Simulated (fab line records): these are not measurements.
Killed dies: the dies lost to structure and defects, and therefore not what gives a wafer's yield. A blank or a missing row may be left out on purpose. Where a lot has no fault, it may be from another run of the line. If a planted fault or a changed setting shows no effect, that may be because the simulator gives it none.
The tool behind it: which one? :: flow n5 finfet :: Sampling: 13 lots, 33 wafers, 4 of 1938 route steps

## WHAT THE GAUGES READ, wafer by wafer
N5_BEOL_M15_CD_MEAS_28 targets a cd of 407.6 nm. Usual: cd nm at 408.5 nm, with a standard deviation of 2.4.
lot: L190
measured: day 12 06:40
on: cd sem-02
cd nm (nm): 412.5 408.9 411.1
flag: 

lot: L191
measured: day 12 07:29
on: cd sem-01
cd nm (nm): 407.7 413.2
flag: 

lot: L194
measured: day 14 03:28
on: cd sem-02
cd nm (nm): - - -
flag: OFF

lot: L193
measured: day 14 05:32
on: cd sem-02
cd nm (nm): - - -
flag: OFF

lot: L202
measured: day 16 01:41
on: cd sem-01
cd nm (nm): 406.1 405.1
flag: 

lot: L204
measured: day 16 12:13
on: cd sem-01
cd nm (nm): 411.5 412.5
flag: 

lot: L203
measured: day 16 18:54
on: cd sem-03
cd nm (nm): 407.9 412.6
flag: 

lot: L209
measured: day 17 16:06
on: cd sem-03
cd nm (nm): 404.9 406.6
flag: 

lot: L206
measured: day 17 23:10
on: cd sem-01
cd nm (nm): 409.2 408.4 409.1
flag: 

lot: L210
measured: day 18 02:22
on: cd sem-02
cd nm (nm): 412.8 404.2 409.3
flag: 

lot: L211
measured: day 18 12:37
on: cd sem-01
cd nm (nm): 405.2 407.5 407.7
flag: 

lot: L212
measured: day 19 04:08
on: cd sem-01
cd nm (nm): 411.0 409.4 410.2
flag: 

lot: L213
measured: day 19 04:28
on: cd sem-02
cd nm (nm): 407.7 407.7
flag: 

## TOOL THAT RAN EACH LOT (tool first, then ch and the chambers of the sampled wafers, then the start)
lot: L190
N5_BEOL_M15_ILD_DEP_00: pecvd-02 ch 1,2, day 12 04:24
N5_BEOL_M15_STRIP_64: rie diel-06 ch 0,1,2, day 12 06:30 or earlier
N5_BEOL_M15_EXPOSE_25: krf scanner-02 ch 0, day 12 06:30

lot: L191
N5_BEOL_M15_ILD_DEP_00: pecvd-01 ch 0,2, day 12 05:04
N5_BEOL_M15_STRIP_64: rie diel-01 ch 0,3, day 12 07:20 or earlier
N5_BEOL_M15_EXPOSE_25: krf scanner-01 ch 0, day 12 07:20

lot: L194
N5_BEOL_M15_ILD_DEP_00: pecvd-02 ch 1,2, day 14 01:25
N5_BEOL_M15_STRIP_64: rie diel-01 ch 2,3, day 14 03:18 or earlier
N5_BEOL_M15_EXPOSE_25: krf scanner-01, day 14 03:18

lot: L193
N5_BEOL_M15_ILD_DEP_00: pecvd-03 ch 0,2, day 14 03:12
N5_BEOL_M15_STRIP_64: rie diel-05 ch 1,2,3, day 14 05:22 or earlier
N5_BEOL_M15_EXPOSE_25: krf scanner-01, day 14 05:22

lot: L202
N5_BEOL_M15_ILD_DEP_00: pecvd-02 ch 0,1, day 15 23:11
N5_BEOL_M15_STRIP_64: rie diel-05 ch 0,3, day 16 01:32 or earlier
N5_BEOL_M15_EXPOSE_25: krf scanner-01 ch 0, day 16 01:32

lot: L204
N5_BEOL_M15_ILD_DEP_00: pecvd-03 ch 0,2, day 16 09:55
N5_BEOL_M15_STRIP_64: rie diel-01 ch 1,3, day 16 12:02 or earlier
N5_BEOL_M15_EXPOSE_25: krf scanner-01 ch 0, day 16 12:02

lot: L203
N5_BEOL_M15_ILD_DEP_00: pecvd-01 ch 0,1, day 16 16:44
N5_BEOL_M15_STRIP_64: rie diel-01 ch 0,3, day 16 18:43 or earlier
N5_BEOL_M15_EXPOSE_25: krf scanner-01 ch 0, day 16 18:43

lot: L209
N5_BEOL_M15_ILD_DEP_00: pecvd-03 ch 0,2, day 17 13:58
N5_BEOL_M15_STRIP_64: rie diel-06 ch 2,3, day 17 15:56 or earlier
N5_BEOL_M15_EXPOSE_25: krf scanner-01 ch 0, day 17 15:56

lot: L206
N5_BEOL_M15_ILD_DEP_00: pecvd-02 ch 0,1,2, day 17 20:52
N5_BEOL_M15_STRIP_64: rie diel-06 ch 0,1,2, day 17 22:59 or earlier
N5_BEOL_M15_EXPOSE_25: krf scanner-01 ch 0, day 17 22:59

lot: L210
N5_BEOL_M15_ILD_DEP_00: pecvd-02 ch 0,1,2, day 18 00:14
N5_BEOL_M15_STRIP_64: rie diel-05 ch 2,3, day 18 02:12 or earlier
N5_BEOL_M15_EXPOSE_25: krf scanner-02 ch 0, day 18 02:12

lot: L211
N5_BEOL_M15_ILD_DEP_00: pecvd-03 ch 0,2, day 18 10:09
N5_BEOL_M15_STRIP_64: rie diel-01 ch 2,3, day 18 12:27 or earlier
N5_BEOL_M15_EXPOSE_25: krf scanner-01 ch 0, day 18 12:27

lot: L212
N5_BEOL_M15_ILD_DEP_00: pecvd-01 ch 1,2, day 19 01:56
N5_BEOL_M15_STRIP_64: rie diel-06 ch 0,1, day 19 03:58 or earlier
N5_BEOL_M15_EXPOSE_25: krf scanner-01 ch 0, day 19 03:58

lot: L213
N5_BEOL_M15_ILD_DEP_00: pecvd-02 ch 0,1, day 19 02:11
N5_BEOL_M15_STRIP_64: rie diel-05 ch 0,2, day 19 04:18 or earlier
N5_BEOL_M15_EXPOSE_25: krf scanner-01 ch 0, day 19 04:18
- N5_BEOL_M15_ILD_DEP_00: deposits SiO2 from TEOS/O2, target thk 1629.3 nm, time 346.1 s.
- N5_BEOL_M15_STRIP_64: strips in O2.
- N5_BEOL_M15_EXPOSE_25: exposes mask M15, target cd 400 nm.

## WHAT THE TOOLS THEMSELVES READ (means of the sampled wafers that have a number; where no wafer has one, the mark that the record gives instead)
N5_BEOL_M15_ILD_DEP_00. Usual: heater power w 577 W, standard deviation 130; showerhead plenum p Torr 8.368 Torr, standard deviation 0.022; throttle valve pct 19.1 %, standard deviation 0.81.
lot: L190
tool: pecvd-02
heater power w (W): 510
showerhead plenum p Torr (Torr): 8.367
throttle valve pct (%): 19.3
flag: 

lot: L191
tool: pecvd-01
heater power w (W): 635
showerhead plenum p Torr (Torr): 8.371
throttle valve pct (%): 19.1
flag: 

lot: L194
tool: pecvd-02
heater power w (W): 514
showerhead plenum p Torr (Torr): 8.355
throttle valve pct (%): 19.3
flag: 

lot: L193
tool: pecvd-03
heater power w (W): 433
showerhead plenum p Torr (Torr): 8.388
throttle valve pct (%): 18.8
flag: 

lot: L202
tool: pecvd-02
heater power w (W): 517
showerhead plenum p Torr (Torr): 8.350
throttle valve pct (%): 19.2
flag: 

lot: L204
tool: pecvd-03
heater power w (W): 452
showerhead plenum p Torr (Torr): 8.379
throttle valve pct (%): 18.8
flag: 

lot: L203
tool: pecvd-01
heater power w (W): 672
showerhead plenum p Torr (Torr): 8.366
throttle valve pct (%): 20.1
flag: 

lot: L209
tool: pecvd-03
heater power w (W): 548
showerhead plenum p Torr (Torr): 8.384
throttle valve pct (%): 18.9
flag: 

lot: L206
tool: pecvd-02
heater power w (W): 572
showerhead plenum p Torr (Torr): 8.375
throttle valve pct (%): 19.1
flag: 

lot: L210
tool: pecvd-02
heater power w (W): 488
showerhead plenum p Torr (Torr): 8.361
throttle valve pct (%): 18.9
flag: 

lot: L211
tool: pecvd-03
heater power w (W): 505
showerhead plenum p Torr (Torr): 8.378
throttle valve pct (%): 18.6
flag: 

lot: L212
tool: pecvd-01
heater power w (W): 692
showerhead plenum p Torr (Torr): 8.351
throttle valve pct (%): 19.0
flag: 

lot: L213
tool: pecvd-02
heater power w (W): 477
showerhead plenum p Torr (Torr): 8.383
throttle valve pct (%): 19.4
flag: 

N5_BEOL_M15_STRIP_64. Usual: drypump motor current A 5.78 A, standard deviation 0.27; oes product au 0.78 a.u., standard deviation 0.082; rf vpp V 3.6 V, standard deviation 0.47; showerhead plenum p Torr 2.08 Torr, standard deviation 0.064; throttle valve pct 16.59 %, standard deviation 0.29.
lot: L190
tool: rie diel-06
drypump motor current A (A): 6.06
oes product au (a.u.): 0.73
rf vpp V (V): 3.4
showerhead plenum p Torr (Torr): 2.05
throttle valve pct (%): 16.66
flag: 

lot: L191
tool: rie diel-01
drypump motor current A (A): 5.76
oes product au (a.u.): 0.82
rf vpp V (V): 3.3
showerhead plenum p Torr (Torr): 2.08
throttle valve pct (%): 16.23
flag: 

lot: L194
tool: rie diel-01
drypump motor current A (A): 5.80
oes product au (a.u.): 0.80
rf vpp V (V): 3.6
showerhead plenum p Torr (Torr): 2.11
throttle valve pct (%): 16.42
flag: 

lot: L193
tool: rie diel-05
drypump motor current A (A): 5.55
oes product au (a.u.): 0.81
rf vpp V (V): 3.5
showerhead plenum p Torr (Torr): 2.03
throttle valve pct (%): 16.72
flag: 

lot: L202
tool: rie diel-05
drypump motor current A (A): 5.79
oes product au (a.u.): 0.73
rf vpp V (V): 3.2
showerhead plenum p Torr (Torr): 2.04
throttle valve pct (%): 16.62
flag: 

lot: L204
tool: rie diel-01
drypump motor current A (A): 5.99
oes product au (a.u.): 0.80
rf vpp V (V): 3.5
showerhead plenum p Torr (Torr): 2.09
throttle valve pct (%): 16.40
flag: 

lot: L203
tool: rie diel-01
drypump motor current A (A): 5.75
oes product au (a.u.): 0.79
rf vpp V (V): 4.1
showerhead plenum p Torr (Torr): 2.06
throttle valve pct (%): 16.30
flag: 

lot: L209
tool: rie diel-06
drypump motor current A (A): 5.73
oes product au (a.u.): 0.74
rf vpp V (V): 3.5
showerhead plenum p Torr (Torr): 2.09
throttle valve pct (%): 16.79
flag: 

lot: L206
tool: rie diel-06
drypump motor current A (A): 6.06
oes product au (a.u.): 0.78
rf vpp V (V): 3.7
showerhead plenum p Torr (Torr): 2.12
throttle valve pct (%): 16.57
flag: 

lot: L210
tool: rie diel-05
drypump motor current A (A): 5.68
oes product au (a.u.): 0.86
rf vpp V (V): 3.6
showerhead plenum p Torr (Torr): 2.05
throttle valve pct (%): 16.67
flag: 

lot: L211
tool: rie diel-01
drypump motor current A (A): 5.73
oes product au (a.u.): 0.85
rf vpp V (V): 3.9
showerhead plenum p Torr (Torr): 2.12
throttle valve pct (%): 16.45
flag: 

lot: L212
tool: rie diel-06
drypump motor current A (A): 6.01
oes product au (a.u.): 0.76
rf vpp V (V): 3.5
showerhead plenum p Torr (Torr): 2.16
throttle valve pct (%): 16.48
flag: 

lot: L213
tool: rie diel-05
drypump motor current A (A): 5.71
oes product au (a.u.): 0.93
rf vpp V (V): 3.3
showerhead plenum p Torr (Torr): 2.06
throttle valve pct (%): 16.71
flag: 

N5_BEOL_M15_EXPOSE_25. Usual: exposure dose mJ cm2 35.48, standard deviation 0.039; focus offset nm -0.1 nm, standard deviation 0.51; stage vel mm s 499.96 mm/s, standard deviation 0.27.
lot: L190
tool: krf scanner-02
exposure dose mJ cm2: 35.45
focus offset nm (nm): -0.2
stage vel mm s (mm/s): 499.85
flag: 

lot: L191
tool: krf scanner-01
exposure dose mJ cm2: 35.47
focus offset nm (nm): -0.7
stage vel mm s (mm/s): 499.75
flag: 

lot: L194
tool: krf scanner-01
exposure dose mJ cm2: -
focus offset nm (nm): -
stage vel mm s (mm/s): -
flag: OFF

lot: L193
tool: krf scanner-01
exposure dose mJ cm2: -
focus offset nm (nm): -
stage vel mm s (mm/s): -
flag: OFF

lot: L202
tool: krf scanner-01
exposure dose mJ cm2: 35.53
focus offset nm (nm): 0.3
stage vel mm s (mm/s): 499.88
flag: 

lot: L204
tool: krf scanner-01
exposure dose mJ cm2: 35.50
focus offset nm (nm): -0.1
stage vel mm s (mm/s): 499.91
flag: 

lot: L203
tool: krf scanner-01
exposure dose mJ cm2: 35.48
focus offset nm (nm): -0.3
stage vel mm s (mm/s): 499.86
flag: 

lot: L209
tool: krf scanner-01
exposure dose mJ cm2: 35.48
focus offset nm (nm): -0.1
stage vel mm s (mm/s): 499.90
flag: 

lot: L206
tool: krf scanner-01
exposure dose mJ cm2: 35.51
focus offset nm (nm): -0.1
stage vel mm s (mm/s): 500.10
flag: 

lot: L210
tool: krf scanner-02
exposure dose mJ cm2: 35.43
focus offset nm (nm): -0.0
stage vel mm s (mm/s): 499.74
flag: 

lot: L211
tool: krf scanner-01
exposure dose mJ cm2: 35.50
focus offset nm (nm): -0.1
stage vel mm s (mm/s): 500.04
flag: 

lot: L212
tool: krf scanner-01
exposure dose mJ cm2: 35.48
focus offset nm (nm): 0.1
stage vel mm s (mm/s): 499.88
flag: 

lot: L213
tool: krf scanner-01
exposure dose mJ cm2: 35.48
focus offset nm (nm): -0.2
stage vel mm s (mm/s): 499.33
flag: 

## THE ANSWER, worked out from the rows above alone
Rule: a lot is off if the mean of its wafers that have a number lies more than 3 standard deviations from the usual mean. A lot without any number at a reading at which 4 lots or more have one is off too. Where the step has rows for the other lots, those lots are counted as sound. The gauges are gone through in route order, then the tools' own readings, and for those a lot's mean is taken as printed above. The first step at which some lot is off is used, and at that step the reading that is off furthest; a lot without a number counts as furthest.
Off: L194, L193 (N5_BEOL_M15_CD_MEAS_28, cd nm). Without a number there: L194, L193.
If a tool, at a process step before that reading, ran all the lots that are off and no sound lot after the first of them, it fits. The gauges at N5_BEOL_M15_CD_MEAS_28 aren't tried: what is off there is off at N5_BEOL_M15_EXPOSE_25 too, on other tools, and a gauge's error can't cause that. N5_BEOL_M15_STRIP_64 gives no start for some lots, so the hours and the order of its lots are those of N5_BEOL_M15_EXPOSE_25. Not one of the candidates tried fits.

## WHAT HAD BEEN PUT IN BY THE SIMULATOR
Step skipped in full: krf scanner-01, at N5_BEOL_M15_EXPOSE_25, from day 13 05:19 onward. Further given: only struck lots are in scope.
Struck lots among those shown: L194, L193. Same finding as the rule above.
